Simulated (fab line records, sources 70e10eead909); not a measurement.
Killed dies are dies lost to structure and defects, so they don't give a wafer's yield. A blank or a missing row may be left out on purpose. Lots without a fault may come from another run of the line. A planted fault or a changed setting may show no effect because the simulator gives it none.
fab line records | flow nand_harc
record lots=14 wafers=42 last_day=25
route steps=1159 shown A_WL_FILL@813
lots that met no fault: from a run of the same line without faults
start_h: hours from the record's first day to the start of the lot's first wafer shown | wait_h: hours since the lot's step before | " the same as in the row above | L1.1+2: a row that stands for several wafers | - no value, or no start given | * or withheld: withheld | < > ~ a bound
route shown NAME@n: a module of which the file shows steps, and the number in the route of the first | usual: mean/standard deviation of fault-free wafers | same: alike in all rows | chamber/n: place in a boat | sites: the reading at each site | _std_site: their standard deviation | _edge_site: outer sites' mean less inner sites' | radius_mm: how far each site lies from the wafer's centre | mask NAME#n: copy n | behind: the tool/chamber that last shaped the wafer | hold: why the lot was held/for how many hours/how that ended | device: the transistor (n, p or np) that didn't switch | end of line: the same wafers' tests at the end of the route | a step without rows: its recipe alone | killed: dies lost to structure and defects at the first sort, not the wafer's yield | map: a wafer's dies, x killed, . not, _ none there
set.NAME: the setting as run; set.NAME@STEP: as run at that earlier step | model.NAME: the simulator's own value behind a step, which no gauge read
steps of the route over a sample of lots; a table a step, a row a wafer
services: from which hour (start_h, from the record's first day; less than 0 if before it) a tool's chamber was out of use, for how many hours, and why
## steps
# step NHARC_A_WL_FILL_CVD_03
# recipe target_thk_a=400 temp_c=300 pressure_torr=40 wf6_flow_sccm=40 h2_flow_sccm=1600 ar_flow_sccm=1560 time_s=3302 material=W
# usual chamber_pressure_Torr=40.00/0.092 heater_power_w=474/37 mfc_ar_sccm=1560/4.6 throttle_valve_pct=8.1/0.32
# columns lot.wafer tool chamber start_h wait_h chamber_pressure_Torr heater_power_w mfc_ar_sccm since_wet_clean_h throttle_valve_pct
L673.1 cvd_w-02 1 341.21 0.5 40.06 501 1567 132 7.8
L673.3 " 0 " " 39.81 418 1562 - 8.3
L673.6 " 1 343.10 2.4 39.95 514 1559 - 7.3
L675.2 cvd_w-01 0 341.38 0.5 40.02 510 1564 35 8.2
L675.3 " 0 " " 39.93 499 1556 - 8.2
L675.5 " 0 " " 40.07 516 1559 - 8.1
L672.1 cvd_w-02 0 345.34 0.1 40.07 411 1563 136 8.3
L672.2 " 1 " " 40.14 510 1563 137 7.5
L672.5 " 1 347.69 2.4 40.12 500 1567 - 7.5
L677.4 cvd_w-02 0 353.35 5.6 39.88 421 1551 - 8.3
L677.3 " 1 " " 39.89 508 1559 - 7.7
L677.5 " 0 " " 39.97 422 1556 - 8.0
L680.2 cvd_w-01 0 389.44 1.1 39.99 522 1560 83 8.2
L680.4 " 0 " " 40.06 505 1557 - 8.0
L680.6 " 0 " " 39.95 507 1558 - 7.7
L682.1 cvd_w-01 0 396.11 1.4 40.05 516 1558 90 8.1
L682.2 " 0 " " 40.01 512 1560 - 8.2
L682.3 " 0 " " 39.91 506 1553 - 8.2
L686.1 cvd_w-02 1 413.16 0.7 39.87 489 1561 22 7.3
L686.3 " 0 " " 39.91 427 1562 - 8.4
L686.5 " 0 " " 39.94 419 1560 - 8.3
L688.1 cvd_w-02 0 416.52 3.7 39.95 432 1561 26 8.0
L688.4 " 1 " " 40.02 485 1565 - 7.9
L688.3 " 0 " " 40.06 413 1560 - 7.9
L685.4 cvd_w-02 0 420.85 3.1 40.02 430 1559 - 8.1
L685.6 " 1 " " 40.11 503 1553 - 7.5
L685.5 " 0 " " 39.93 425 1563 - 7.9
L689.2 cvd_w-01 0 433.18 0.5 39.88 501 1563 127 7.8
L689.4 " 1 " " 40.08 463 1562 - 8.4
L689.3 " 0 " " 39.92 507 1560 - 7.9
L691.2 cvd_w-01 1 445.91 0.1 40.06 469 1561 139 8.5
L691.4 " 0 447.36 1.5 40.06 515 1568 - 8.3
L691.5 " 0 " " 40.04 520 1568 - 8.4
L692.2 cvd_w-02 1 462.32 0.1 40.14 505 1561 72 7.8
L692.1 " 0 " " 40.09 419 1567 72 8.3
L692.3 " 1 " " 40.10 503 1563 - 7.8
L694.3 cvd_w-01 1 463.80 1.4 39.96 467 1561 - 8.1
L694.4 " 0 " " 39.98 507 1569 - 8.0
L694.6 " 0 " " 39.94 519 1558 - 8.2
L695.3 cvd_w-01 1 494.44 8.5 39.98 439 1551 - 7.8
L695.6 " 0 " " 40.07 514 1563 - 8.0
L695.5 " 1 " " 39.92 458 1557 - 8.3
# step NHARC_A_WL_FILL_ETCHBACK_04
# recipe target_depth_a=600 time_s=120 chemistry=NF3
# usual drypump_motor_current_A=5.6/0.37 oes_product_au=0.994/0.01 run_length_s=141.3/0.44
# columns lot.wafer tool chamber start_h wait_h drypump_motor_current_A oes_product_au rf_hours_counter_h run_length_s
L673.1 rie_metal-03 0 344.11 2.4 5.8 0.991 1.7 142.2
L673.3 " 1 " " 5.0 1.004 - 142.1
L673.6 " 1 " " 5.0 1.012 - 141.9
L675.2 rie_metal-02 0 344.27 2.4 5.7 1.013 3.6 140.8
L675.3 " 1 " " 5.3 1.015 - 141.6
L675.5 " 1 " " 5.3 1.007 - 141.4
L672.1 rie_metal-02 0 348.65 2.8 5.7 1.003 3.8 140.7
L672.2 " 1 " " 5.4 1.001 3.8 141.7
L672.5 " 1 " " 5.4 1.005 - 141.5
L677.3 rie_metal-01 0 355.84 1.6 6.0 0.984 - 140.8
L677.4 " 0 " " 6.0 0.997 - 140.9
L677.5 " 0 " " 6.0 0.975 - 140.8
L680.2 rie_metal-03 0 392.35 2.4 5.8 0.992 3.2 142.1
L680.4 " 0 " " 5.8 0.989 - 141.4
L680.6 " 1 " " 5.0 1.002 - 141.7
L682.2 rie_metal-01 0 402.30 4.3 6.0 0.984 1.9 140.6
L682.1 " 1 " " 6.1 0.988 1.0 141.1
L682.3 " 0 " " 6.0 0.985 - 140.7
L686.1 rie_metal-02 0 416.03 2.4 5.6 0.997 0.5 140.5
L686.3 " 1 " " 5.3 0.991 - 141.4
L686.5 " 1 " " 5.3 1.004 - 141.7
L688.1 rie_metal-01 0 419.39 2.4 6.0 0.983 2.4 140.7
L688.4 " 1 " " 6.1 0.980 - 141.6
L688.3 " 0 " " 6.0 0.985 - 141.0
L685.4 rie_metal-02 0 422.87 1.5 5.7 0.984 - 140.8
L685.5 " 1 " " 5.4 0.998 - 141.4
L685.6 " 0 " " 5.7 0.986 - 140.7
L689.2 rie_metal-03 0 436.05 2.4 5.8 1.001 4.7 141.7
L689.4 " 1 " " 5.0 0.993 - 141.6
L689.3 " 0 " " 5.8 1.004 - 141.7
L691.2 rie_metal-02 1 449.33 2.9 5.4 1.007 1.8 141.4
L691.4 " 1 " " 5.3 1.005 - 141.3
L691.5 " 0 " " 5.7 0.993 - 140.9
L692.2 rie_metal-03 1 465.65 2.9 5.0 1.007 0.0 141.8
L692.1 " 0 " " 5.8 1.002 0.0 141.3
L692.3 " 1 " " 5.0 1.006 - 141.9
L694.4 rie_metal-01 1 466.21 1.5 6.1 0.983 - 141.0
L694.3 " 0 " " 6.0 0.983 - 141.0
L694.6 " 0 " " 6.0 0.986 - 140.6
L695.3 rie_metal-01 1 496.40 1.5 6.1 0.991 - 140.7
L695.5 " 1 " " 6.1 0.994 - 141.0
L695.6 " 0 " " 6.0 0.984 - 140.9
# step NHARC_A_WL_FILL_STRIP_27
# recipe power_w=1500 temp_c=250 time_s=20 chemistry=N2/H2
# usual drypump_motor_current_A=5.70/0.18 heater_power_w=329/20
# columns lot.wafer tool chamber start_h wait_h drypump_motor_current_A heater_power_w rf_hours_counter_h
L673.1 plasma_asher-02 0 344.71 0.3 5.74 321 54
L673.3 " 1 " " 5.75 354 -
L673.6 " 1 " " 5.75 353 -
L675.2 plasma_asher-01 0 344.79 0.3 5.42 303 21
L675.3 " 1 " " 5.91 323 -
L675.5 " 1 " " 5.92 325 -
L672.2 plasma_asher-02 0 349.03 0.1 5.73 327 56
L672.1 " 1 " " 5.73 350 56
L672.5 " 0 " " 5.72 331 -
L677.3 plasma_asher-01 1 356.33 0.1 5.94 330 -
L677.4 " 0 " " 5.41 309 -
L677.5 " 1 " " 5.93 332 -
L680.2 plasma_asher-02 0 392.78 0.2 5.71 326 8
L680.4 " 0 " " 5.72 332 -
L680.6 " 0 " " 5.73 328 -
L682.1 plasma_asher-02 0 402.68 0.1 5.69 328 10
L682.2 " 1 " " 5.76 349 10
L682.3 " 1 " " 5.74 361 -
L686.1 plasma_asher-01 0 416.40 0.1 5.39 306 45
L686.3 " 0 " " 5.38 304 -
L686.5 " 0 " " 5.39 313 -
L688.1 plasma_asher-01 1 419.76 0.1 5.93 333 46
L688.3 " 0 " " 5.43 303 -
L688.4 " 1 " " 5.90 330 -
L685.4 plasma_asher-02 1 423.35 0.3 5.71 360 -
L685.5 " 1 " " 5.70 360 -
L685.6 " 0 " " 5.71 322 -
L689.2 plasma_asher-01 1 437.09 0.8 5.91 330 48
L689.3 " 0 " " 5.38 300 -
L689.4 " 1 " " 5.95 320 -
L691.2 plasma_asher-01 0 449.67 0.1 5.43 313 54
L691.4 " 0 " " 5.43 304 -
L691.5 " 0 " " 5.40 301 -
L692.2 plasma_asher-01 1 466.03 0.1 5.90 319 1
L692.1 " 0 " " 5.43 301 1
L692.3 " 0 " " 5.43 295 -
L694.4 plasma_asher-02 1 466.57 0.1 5.76 359 -
L694.3 " 0 " " 5.71 331 -
L694.6 " 1 " " 5.73 360 -
L695.3 plasma_asher-02 1 496.95 0.3 5.71 359 -
L695.6 " 1 " " 5.72 363 -
L695.5 " 0 " " 5.72 322 -
# step NHARC_A_WL_FILL_ETCHBACK_17
# recipe target_depth_a=40 time_s=26.7 chemistry=Cl2/BCl3
# usual drypump_motor_current_A=5.7/0.36 oes_product_au=0.991/0.0093 run_length_s=47.9/0.43
# columns lot.wafer tool chamber start_h wait_h drypump_motor_current_A oes_product_au rf_hours_counter_h run_length_s
L673.1 rie_metal-02 1 355.08 - 5.4 1.002 4.0 48.1
L673.3 " 0 " " 5.7 0.998 - 47.2
L673.6 " 1 " " 5.3 1.006 - 48.4
L675.2 rie_metal-01 0 356.80 - 6.0 0.983 0.9 47.4
L675.3 " 0 " " 6.0 0.987 - 47.4
L675.5 " 1 " " 6.1 0.984 - 47.6
L672.2 rie_metal-01 1 362.62 - 6.1 0.995 0.2 47.4
L672.1 " 0 " " 6.0 0.982 1.1 47.5
L672.5 " 1 " " 6.1 0.987 - 47.7
L677.3 rie_metal-03 0 366.39 - 5.8 0.982 - 48.1
L677.4 " 1 " " 5.0 1.002 - 48.8
L677.5 " 1 " " 5.0 0.995 - 48.8
L680.2 rie_metal-02 0 402.82 - 5.7 0.980 0.2 35.9
L680.4 " 1 " " 5.3 1.000 - 36.8
L680.6 " 0 " " 5.6 0.993 - 35.9
L682.1 rie_metal-02 0 418.85 - 5.6 0.993 0.7 35.9
L682.2 " 1 " " 5.3 1.002 0.7 36.6
L682.3 " 1 " " 5.3 0.997 - 36.8
L686.1 rie_metal-03 0 429.32 - 5.8 0.995 4.6 48.6
L686.3 " 1 " " 5.0 1.001 - 48.9
L686.5 " 0 " " 5.8 1.001 - 48.0
L688.1 rie_metal-01 1 432.36 - 6.1 0.986 1.9 47.7
L688.4 " 1 " " 6.1 0.980 - 47.8
L688.3 " 0 " " 6.0 0.987 - 47.3
L685.4 rie_metal-03 1 433.68 - 5.0 1.008 - 48.7
L685.5 " 0 " " 5.8 0.983 - 48.3
L685.6 " 1 " " 5.0 1.014 - 48.5
L689.2 rie_metal-01 0 449.15 - 6.0 0.987 3.4 47.6
L689.3 " 1 " " 6.1 0.996 - 47.9
L689.4 " 0 " " 5.9 0.988 - 47.6
L691.2 rie_metal-01 1 459.70 - 6.1 0.998 2.9 47.4
L691.4 " 1 " " 6.1 0.992 - 48.0
L691.5 " 0 " " 6.0 1.004 - 47.6
L694.4 rie_metal-03 0 476.08 - 5.8 1.000 - 48.4
L694.3 " 1 " " 5.0 0.996 - 48.3
L694.6 " 1 " " 5.0 0.996 - 48.6
L692.1 rie_metal-01 1 476.12 - 6.1 0.989 3.2 47.8
L692.2 " 0 " " 6.0 0.984 4.0 47.4
L692.3 " 1 " " 6.1 0.991 - 47.7
L695.3 rie_metal-02 0 509.46 - 5.6 0.992 - 47.3
L695.6 " 1 " " 5.3 1.003 - 48.1
L695.5 " 0 " " 5.6 1.000 - 47.4
## services
# columns tool chamber start_h hours kind
rie_metal-01 - 332.02 9.0 pm
rie_metal-01 0 332.02 13.5 vent_cycle
rie_metal-01 1 332.02 24.1 vent_cycle
plasma_asher-02 - 360.29 9.0 pm
plasma_asher-02 0 360.29 9.0 vent_cycle
rie_metal-02 0 371.70 23.2 repair
cvd_w-02 - 378.27 13.0 pm
rie_metal-02 - 388.03 9.0 pm
rie_metal-02 1 388.03 9.0 vent_cycle
rie_metal-02 0 397.03 - clean
rie_metal-02 1 397.03 - clean
plasma_asher-02 - 403.26 1.9 repair
plasma_asher-01 - 453.00 9.0 pm
rie_metal-03 - 453.00 9.0 pm
rie_metal-03 0 453.00 9.0 vent_cycle
rie_metal-03 1 453.00 9.0 vent_cycle
rie_metal-03 0 462.00 - clean
rie_metal-03 1 462.00 - clean
cvd_w-01 - 475.02 13.0 pm
plasma_asher-01 - 489.63 46.2 repair
cvd_w-01 0 508.85 13.2 repair
rie_metal-01 - 509.02 9.0 pm
rie_metal-01 0 509.02 9.0 vent_cycle
rie_metal-01 1 509.02 9.0 vent_cycle
## key
first_sign step=NHARC_A_WL_FILL_ETCHBACK_17 reading=run_length_s direction=down sigmas=27 usual=* struck=*
effect none on later readings
met_at NHARC_A_WL_FILL_ETCHBACK_17
struck_lots L680,L682
later_rows_left_out L680.2,L680.4,L680.6,L682.1,L682.2,L682.3
sort_left_out L680.2,L680.4,L680.6,L682.1,L682.2,L682.3
tester_left_out L680,L682
not_acting_at NHARC_A_WL_FILL_CVD_03,NHARC_A_WL_FILL_ETCHBACK_04,NHARC_A_WL_FILL_STRIP_27
onset_between 355.08 402.82
fault kind=process_parameter_drift tool=rie_metal-02 chamber=- onset_h=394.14 steps=NHARC_A_WL_FILL_ETCHBACK_17 channel=time_s offset=* shape=step end_h=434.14 acts_in=* stated=*
# tester_left_out: of these lots the tester's yield and bins aren't shown, on N5 and GAA mostly nor the transistor test; their killed dies are dies lost to structure and defects alone, not to doping, threshold or leakage, so they don't give the yield
# sort_left_out: the simulated sort isn't trusted on such a fault, so these wafers' sort isn't shown, and their yield isn't known
# later_rows_left_out: the simulator's readings of these wafers behind a module that went badly wrong aren't trusted and aren't shown, but for the sort
